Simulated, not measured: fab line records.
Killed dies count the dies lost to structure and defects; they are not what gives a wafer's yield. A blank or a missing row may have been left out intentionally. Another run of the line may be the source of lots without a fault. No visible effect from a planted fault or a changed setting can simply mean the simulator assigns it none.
A struck lot beside a sound one / flow n5 finfet / 43 steps out of a route of 1938
Sound: the wafers L836.1, L836.4, L836.5. The struck wafers were L833.4, L833.5, L833.6. The cause is named last.
Order at every step that has rows: each side's tool, ch and its chambers, its first start. Under that, the readings that differ: sound wafers / struck wafers / difference of the means / sigmas: that difference in standard deviations of wafers without a fault.
alike: readings whose means differ by less than 2 such deviations, and words and numbers that are the same on both sides. not compared: withheld readings, readings that some wafer has no value for, bounds like >300 that may hide the same value, and numbers for which the record gives no deviation and whose values overlap.
The two part at a step that has a row with sigmas, a row that says differs or no value, or rows on one side only. Non-overlapping numbers with no deviation appear without sigmas and do not part them. Lack of a reading on every wafer of one side parts them only where that side has two or more wafers.

first, 11 steps without rows for these wafers: N5_BEOL_M4_DESCUM_33 (chemistry O2, time 7 s); N5_BEOL_M4_ETCH_77 (etches underlayer in N2/H2, target depth 6.5 nm, time 5.2 s); N5_BEOL_M4_ETCH_69 (etches SiARC in CF4, target depth 15.6 nm, time 26 s); N5_BEOL_M4_ALD_98 (deposits SiO2, target thk 2.5 nm, pulse time 1 s, co reactant pulse time 1 s); N5_BEOL_M4_ETCHBACK_99 (etches SiO2 in CHF3, target depth 5 nm, time 10.4 s); N5_BEOL_M4_ETCH_70 (etches SOC in N2/H2, target depth 80 nm, overetch 24 nm, time 130 s); N5_BEOL_M4_STRIP_71 (strips in N2/H2); N5_BEOL_M4_STRIP_78 (strips in N2/H2); N5_BEOL_M4_VIA_ETCH_34 (etches the open film in C4F6/O2, target depth 69.4 nm, time 65.9 s); N5_BEOL_M4_STRIP_83 (strips in C4F6/O2); N5_BEOL_M4_STRIP_36 (strips in N2/H2).
N5_BEOL_M4_TRENCH_ETCH_37: etches SiOC in C4F6/O2, target depth 55.555 nm, time 29.2 s.
  sound on rie diel-05 ch 1,2,3, day 13 13:16; struck on rie diel-04 ch 1,2, day 12 22:24
reading=oes_f_703_au (a.u.); sound=0.88 0.91 0.83; struck=1.14 1.15 1.26; difference=+0.31; sigmas=+3
reading=oes_o_777_au (a.u.); sound=0.87 0.91 0.86; struck=1.12 1.12 1.27; difference=+0.29; sigmas=+3
reading=rf fwd power W (W); sound=350.2 350.3 347.7; struck=434.4 434.7 433.9; difference=+84.9; sigmas=+47
reading=model.etch.depth nm (nm); sound=54.99 57.06 56.15; struck=58.21 58.05 61.93; difference=+3.33; sigmas=
reading=model.BEOL_M4.feature depth nm (nm); sound=55 57 56.2; struck=58.2 58 62; difference=+3.3; sigmas=
  alike: drypump motor current A, mfc ar sccm, oes product au, rf vpp V, showerhead plenum p Torr, throttle valve pct
  not compared: rf hours counter h
then, 2 steps without rows for these wafers: N5_BEOL_M4_ETCH_41 (etches SiCN in CH3F/O2, target depth 29.9 nm, time 52.5 s); N5_BEOL_M4_STRIP_97 (strips in N2/H2, time 10 s).
N5_BEOL_M4_OCD_MEAS_38:
  struck on ocd-01, day 12 22:34; sound on ocd-02, day 13 13:25
reading=trench depth nm (nm); sound=55.6 57.2 56.2; struck=58.1 57.6 62.5; difference=+3.1; sigmas=+2
then, 25 steps without rows for these wafers: N5_BEOL_M4_HM_STRIP_39 (strips TiN in peroxide tin strip, target depth 25 nm, time 158 s); N5_BEOL_M4_SRD_40 (time 30 s); N5_BEOL_M4_PRECLEAN_42 (cleans in residue remover, time 60 s); N5_BEOL_M4_SRD_43 (time 30 s); N5_BEOL_M4_DEGAS_44 (time 60 s); N5_BEOL_M4_PRE_CLEAN_45 (time 30 s); N5_BEOL_M4_ALD_84 (deposits TaN, pulse time 2 s, purge time 3 s, co reactant purge time 2 s); N5_BEOL_M4_SURFACE_TREAT_85; N5_BEOL_M4_CVD_47 (deposits Co from CCTBA/H2, target thk 3 nm, time 223.8 s); N5_BEOL_M4_SPUTTER_48 (material Cu, target thk 4.5 nm, time 8.29 s); N5_BEOL_M4_ANNEAL_49 (time 240 s); N5_BEOL_M4_SPUTTER_79 (material Cu, target thk 4.5 nm, time 8.29 s); N5_BEOL_M4_ANNEAL_80 (time 240 s); N5_BEOL_M4_SPUTTER_81 (material Cu, target thk 4.5 nm, time 8.29 s); N5_BEOL_M4_ANNEAL_82 (time 240 s); N5_BEOL_M4_SPUTTER_86 (material Cu, target thk 4.5 nm, time 8.29 s); N5_BEOL_M4_ANNEAL_87 (time 240 s); N5_BEOL_M4_SPUTTER_88 (material Cu, target thk 4.5 nm, time 8.29 s); N5_BEOL_M4_ANNEAL_89 (time 240 s); N5_BEOL_M4_SPUTTER_90 (material Cu, target thk 4.5 nm, time 8.29 s); N5_BEOL_M4_ANNEAL_91 (time 240 s); N5_BEOL_M4_SPUTTER_92 (material Cu, target thk 4.5 nm, time 8.29 s); N5_BEOL_M4_ANNEAL_93 (time 240 s); N5_BEOL_M4_SPUTTER_94 (material Cu, target thk 4.5 nm, time 8.29 s); N5_BEOL_M4_ANNEAL_95 (time 240 s).
N5_BEOL_M4_CMP_52: polishes, stops on SiOC, t overpolish 6.8 s, target thk 40 nm.
  sound on cmp-01 ch 2,3, day 13 16:38; struck on cmp-01 ch 0,1,3, day 13 02:26
  alike: barrier field endpoint s, clearing platen rpm, motor current A, overpolish run s, retaining ring pressure frac, time to endpoint s
  not compared: model.Cu_of_BEOL_M4_ECD_50.thk nm
N5_BEOL_M4_RC_MEAS_101:
  sound on prober-01 ch 0, day 13 17:15; struck on prober-01 ch 0, day 13 03:53
  alike: DIBL_N, DIBL_P, IOFF_N, IOFF_P, ION_N, ION_P, SS_N, SS_P, VT_N, VT_P
N5_PASSIVATION_PROBE_49:
  the record has rows for the sound wafers here (prober-02, day 18 01:23) and none for the struck ones

== WHERE THEY PART ==
First at N5_BEOL_M4_TRENCH_ETCH_37; last, within this record, at N5_PASSIVATION_PROBE_49.

WHY: whatever the simulator had introduced
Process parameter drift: rie diel-04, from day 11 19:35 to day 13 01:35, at N5_BEOL_M4_TRENCH_ETCH_37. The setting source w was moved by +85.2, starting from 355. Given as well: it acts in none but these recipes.
